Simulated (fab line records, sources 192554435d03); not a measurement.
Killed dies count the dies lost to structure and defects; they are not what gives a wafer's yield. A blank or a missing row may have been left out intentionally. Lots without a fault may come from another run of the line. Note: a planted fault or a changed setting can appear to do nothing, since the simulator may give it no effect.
Which tool did it? -- flow n5-finfet -- 12 lots, 36 wafers sampled, at 2 steps of a route of 1938

## WHAT THE GAUGES SHOWED, per wafer
N5_BEOL_M10_THK_MEAS_01.
lot,measured,on,M10_ILD_THK (nm)
L075,day 10 08:50,film-metro-02,267 270 272
L076,day 10 20:29,film-metro-01,263 264 270
L079,day 11 03:35,film-metro-02,266 272 268
L081,day 11 14:41,film-metro-01,263 266 268
L082,day 11 22:04,film-metro-02,270 273 276
L085,day 12 19:53,film-metro-01,265 266 269
L087,day 13 06:07,film-metro-01,262 262 267
L090,day 13 20:55,film-metro-02,263 265 269
L093,day 14 05:47,film-metro-01,267 264 266
L092,day 14 16:31,film-metro-02,264 266 266
L095,day 15 02:07,film-metro-02,265 272 269
L097,day 16 07:22,film-metro-01,265 267 273

## TOOL THAT RAN EACH LOT (tool first, then ch and the chambers of the sampled wafers, then the start)
lot,N5_BEOL_M9_STRIP_80
L075,"rie-diel-02 ch 0,1,3, day 10 08:50 or earlier"
L076,"rie-diel-02 ch 0,1,3, day 10 20:29 or earlier"
L079,"rie-diel-04 ch 0,1,2, day 11 03:35 or earlier"
L081,"rie-diel-04 ch 0,3, day 11 14:41 or earlier"
L082,"rie-diel-02 ch 0,2,3, day 11 22:04 or earlier"
L085,"rie-diel-04 ch 1,2,3, day 12 19:53 or earlier"
L087,"rie-diel-03 ch 0,1,2, day 13 06:07 or earlier"
L090,"rie-diel-02 ch 0,2,3, day 13 20:55 or earlier"
L093,"rie-diel-04 ch 0,1,2, day 14 05:47 or earlier"
L092,"rie-diel-04 ch 1,3, day 14 16:31 or earlier"
L095,"rie-diel-02 ch 0,1, day 15 02:07 or earlier"
L097,"rie-diel-04 ch 2,3, day 16 07:22 or earlier"
- N5_BEOL_M9_STRIP_80: strips in N2/H2, time 10 s.

## THE ANSWER, worked out from the rows above alone
Rule: the lots themselves supply what counts as usual. The widest of any qualifying gaps counts: lots, ordered by their means at a reading, are off when they make up no more than a third of the lots, leave a main group of 4 or more, and stand apart from it by 3 or more times the standard deviation of that group's means. If all means in a main group match to the digits the tables above print for the reading, that group is not used. A lot without any number at a reading at which 4 lots or more have one is off too. Where the step has rows for the other lots, those lots are counted as sound.
Across all readings shown, no lot is off: no conclusion can be drawn from this.

## WHAT THE SIMULATOR HAD PUT IN
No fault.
